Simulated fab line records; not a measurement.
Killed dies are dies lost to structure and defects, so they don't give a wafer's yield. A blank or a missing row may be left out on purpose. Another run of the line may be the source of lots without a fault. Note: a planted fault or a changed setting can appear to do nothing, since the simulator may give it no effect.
Matching of chambers ; flow nand_harc ; 4 sister chambers for NHARC_P_M2_ETCH_28 on rie_diel-05
The step etches the open film in CF4/N2, target depth 30 nm, time 72.99 s. 16 wafers are shown with their chamber, then 8 later ones without.

WAFERS PAIRED WITH THEIR CHAMBERS
wafer;chamber;showerhead_plenum_p_Torr (Torr);drypump_motor_current_A (A);rf_vpp_V (V)
L758.1;3;2.82;6.5;316.9
L758.4;2;2.55;5.5;313.0
L758.6;3;2.82;6.5;319.0
L762.3;0;2.63;6.1;314.7
L762.5;0;2.63;6.1;314.1
L762.6;3;2.82;6.5;317.1
L763.2;2;2.55;5.5;312.1
L763.4;3;2.82;6.4;317.8
L763.5;2;2.55;5.5;313.0
L765.2;3;2.81;6.5;317.9
L765.5;0;2.62;6.1;313.9
L765.6;3;2.82;6.5;318.0
L767.1;0;2.62;6.1;313.5
L767.2;3;2.81;6.4;316.8
L767.3;1;2.62;6.0;312.9
L774.1;1;2.62;6.0;313.1

SIGNATURES (means of the wafers above)
reading;chamber 0;chamber 1;chamber 2;chamber 3;scatter within a chamber
showerhead_plenum_p_Torr;2.6250;2.6200;2.5500;2.8171;0.0045
drypump_motor_current_A;6.100;6.000;5.500;6.471;0.0345
rf_vpp_V;314.050;313.000;312.700;317.643;0.641
Rule: a wafer lies at a distance from a chamber equal to the root of the sum of squares, over the readings, of (its reading less the chamber's mean, divided by the reading's scatter). If the next closest chamber is less than 2 further off than the closest, the wafer can't be placed; otherwise it belongs to the closest. The scatter: take each reading less its chamber's mean, square it, sum over the shown wafers, divide by the number of wafers less the number of chambers, and take the root.

WAFERS MISSING THEIR CHAMBER
wafer;showerhead_plenum_p_Torr (Torr);drypump_motor_current_A (A);rf_vpp_V (V)
L774.4;2.81;6.4;317.6
L774.5;2.62;6.1;315.1
L775.1;2.55;5.5;312.8
L775.2;2.81;6.5;318.2
L775.3;2.62;6.0;314.2
L776.1;2.62;6.0;314.5
L776.3;2.62;6.1;314.5
L776.4;2.81;6.5;318.5

CHAMBER TAKEN BY EACH
wafer;from the rows above;in truth
L774.4;3;3
L774.5;0;0
L775.1;2;2
L775.2;3;3
L775.3;can't be placed: 1 or 0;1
L776.1;can't be placed: 1 or 0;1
L776.3;0;0
L776.4;3;3
Correct placement for 6 of the 8. Unplaceable from these rows: 2, with the true chamber sitting among the candidates in 2. Wrongly placed: 0.
